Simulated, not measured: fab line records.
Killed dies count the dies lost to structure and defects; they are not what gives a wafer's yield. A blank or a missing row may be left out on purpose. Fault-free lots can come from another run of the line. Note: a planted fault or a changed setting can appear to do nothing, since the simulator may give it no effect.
Matching of chambers	flow n5-finfet	4 sister chambers for N5_BEOL_M5_STRIP_19 on rie-diel-02
The step strips in O2. 4 wafers are shown with their chamber, then 7 later ones without.

WAFERS WITH THEIR CHAMBER
wafer	chamber	showerhead-plenum-p-Torr (Torr)
L081.4	3	1.96
L084.6	1	2.20
L091.1	0	2.02
L091.4	2	2.09

WAFERS MISSING THEIR CHAMBER
wafer	showerhead-plenum-p-Torr (Torr)
L091.5	2.09
L089.1	1.95
L089.2	2.19
L089.6	1.95
L092.1	1.95
L092.3	2.08
L092.5	1.95

CHAMBER TAKEN BY EACH
wafer	from the rows above	in truth
L091.5	2	2
L089.1	3	3
L089.2	1	1
L089.6	3	3
L092.1	3	3
L092.3	2	2
L092.5	3	3
Correctly placed: 7 of 7. Left unplaced by these rows: 0. Wrongly placed: 0.
How it was worked out, from the rows above alone: a wafer's distance from a chamber is the root of the sum, over the readings, of the square of ((its reading less the chamber's mean) divided by the reading's scatter). The wafer belongs to the nearest chamber; if the next one is less than 2 further off, it can't be placed. For every chamber, the mean is computed from those of its wafers that are shown. The scatter: with one shown wafer a chamber, the root of the mean of the squares of how far each hidden wafer lies from its nearest shown one.
